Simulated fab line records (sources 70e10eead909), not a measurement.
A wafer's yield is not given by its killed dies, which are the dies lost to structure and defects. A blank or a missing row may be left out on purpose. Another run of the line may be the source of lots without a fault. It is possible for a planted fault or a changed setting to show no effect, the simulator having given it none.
Matching of chambers ; flow nand_harc ; NHARC_A_WL_FILL_ETCHBACK_26 on rie_si-05: 4 sister chambers
The step etches the open film in HBr, target depth 52 nm, time 13.3 s. 8 wafers are shown with their chamber, then 9 later ones without.

EACH WAFER AND ITS CHAMBER
wafer;chamber;drypump_motor_current_A (A);rf_fwd_power_W (W)
L082.1;3;5.1;345.2
L082.5;0;5.4;341.0
L085.1;0;5.4;341.7
L085.5;1;5.6;343.5
L085.6;2;6.5;344.0
L088.2;1;5.6;343.4
L088.4;2;6.6;345.0
L088.6;3;5.1;345.8

WAFERS WITH NO CHAMBER GIVEN
wafer;drypump_motor_current_A (A);rf_fwd_power_W (W)
L090.2;5.1;346.1
L090.4;5.6;343.2
L090.6;5.1;345.4
L093.1;5.4;341.8
L093.2;5.6;341.7
L093.3;5.1;345.3
L095.3;5.4;340.6
L095.5;5.1;346.9
L095.6;6.5;344.1

EACH ONE'S CHAMBER
wafer;from the rows above;in truth
L090.2;3;3
L090.4;1;1
L090.6;3;3
L093.1;0;0
L093.2;1;1
L093.3;3;3
L095.3;0;0
L095.5;3;3
L095.6;2;2
9 of 9 placed correctly. Not placeable from these rows: 0. Number placed wrongly: 0.
How it was worked out, from the rows above alone: a wafer's distance from a chamber is the root of the sum, over the readings, of the square of ((its reading less the chamber's mean) divided by the reading's scatter). If the next closest chamber is less than 2 further off than the closest, the wafer can't be placed; otherwise it belongs to the closest. A chamber's mean is the mean of its shown wafers. The scatter: take each reading less its chamber's mean, square it, sum over the shown wafers, divide by the number of wafers less the number of chambers, and take the root.
